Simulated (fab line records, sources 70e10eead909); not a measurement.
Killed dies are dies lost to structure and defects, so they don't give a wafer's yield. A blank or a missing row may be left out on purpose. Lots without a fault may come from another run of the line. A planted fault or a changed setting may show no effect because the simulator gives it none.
Chamber matching | flow nand_harc | NHARC_A_STAIRCASE_DESCUM_443 on rie_diel-09: 4 sister chambers
The step chemistry O2, time 3 s. 22 wafers are shown with their chamber, then 11 later ones without.

WAFERS WITH THEIR CHAMBER
wafer  | chamber | drypump_motor_current_A (A) | showerhead_plenum_p_Torr (Torr) | oes_product_au (a.u.)
L075.2 | 1       | 6.8                         | 1.90                            | 0.992
L075.4 | 0       | 5.8                         | 1.79                            | 0.986
L075.6 | 3       | 5.3                         | 1.96                            | 0.997
L077.4 | 1       | 6.8                         | 1.90                            | 0.993
L077.5 | 2       | 5.3                         | 1.98                            | 1.004
L077.6 | 1       | 6.8                         | 1.90                            | 0.987
L081.2 | 1       | 6.8                         | 1.90                            | 0.989
L081.3 | 3       | 5.3                         | 1.96                            | 0.999
L081.5 | 2       | 5.3                         | 1.98                            | 1.010
L082.1 | 3       | 5.3                         | 1.96                            | 0.994
L082.3 | 1       | 6.8                         | 1.89                            | 0.986
L082.6 | 3       | 5.3                         | 1.96                            | 0.999
L083.1 | 3       | 5.3                         | 1.95                            | 0.994
L083.3 | 2       | 5.4                         | 1.98                            | 1.011
L083.5 | 0       | 5.8                         | 1.78                            | 0.990
L086.2 | 2       | 5.3                         | 1.98                            | 1.019
L086.4 | 3       | 5.3                         | 1.95                            | 0.989
L086.5 | 0       | 5.7                         | 1.78                            | 0.981
L087.4 | 1       | 6.8                         | 1.89                            | 0.989
L087.5 | 2       | 5.3                         | 1.98                            | 1.012
L087.6 | 3       | 5.3                         | 1.95                            | 1.001
L089.1 | 1       | 6.8                         | 1.89                            | 0.984

SIGNATURES (means of the wafers above)
reading                  | chamber 0 | chamber 1 | chamber 2 | chamber 3 | scatter within a chamber
drypump_motor_current_A  | 5.767     | 6.800     | 5.320     | 5.300     | 0.0285
showerhead_plenum_p_Torr | 1.7833    | 1.8957    | 1.9800    | 1.9557    | 0.00477
oes_product_au           | 0.98567   | 0.98857   | 1.01120   | 0.99614   | 0.0042
Rule: a wafer's distance from a chamber is the root of the sum, over the readings, of the square of ((its reading less the chamber's mean) divided by the reading's scatter). The wafer belongs to the nearest chamber; if the next one is less than 2 further off, it can't be placed. The scatter: the root of (the sum of the squares of (reading less its chamber's mean) over the shown wafers, divided by (wafers less chambers)).

WAFERS WITHOUT THEIR CHAMBER
wafer  | drypump_motor_current_A (A) | showerhead_plenum_p_Torr (Torr) | oes_product_au (a.u.)
L089.5 | 6.8                         | 1.89                            | 0.998
L089.6 | 5.7                         | 1.78                            | 0.988
L088.3 | 5.8                         | 1.78                            | 0.975
L088.4 | 6.8                         | 1.89                            | 0.990
L088.6 | 6.8                         | 1.89                            | 0.992
L092.1 | 6.8                         | 1.89                            | 0.991
L092.3 | 5.7                         | 1.78                            | 0.982
L092.4 | 5.3                         | 1.95                            | 1.003
L095.2 | 5.4                         | 1.97                            | 1.011
L095.4 | 5.7                         | 1.78                            | 0.984
L095.6 | 6.7                         | 1.89                            | 0.988

WHICH CHAMBER EACH WENT THROUGH
wafer  | from the rows above | in truth
L089.5 | 1                   | 1
L089.6 | 0                   | 0
L088.3 | 0                   | 0
L088.4 | 1                   | 1
L088.6 | 1                   | 1
L092.1 | 1                   | 1
L092.3 | 0                   | 0
L092.4 | 3                   | 3
L095.2 | 2                   | 2
L095.4 | 0                   | 0
L095.6 | 1                   | 1
Placed correctly: 11 of 11. Can't be placed from these rows: 0. Placed wrongly: 0.
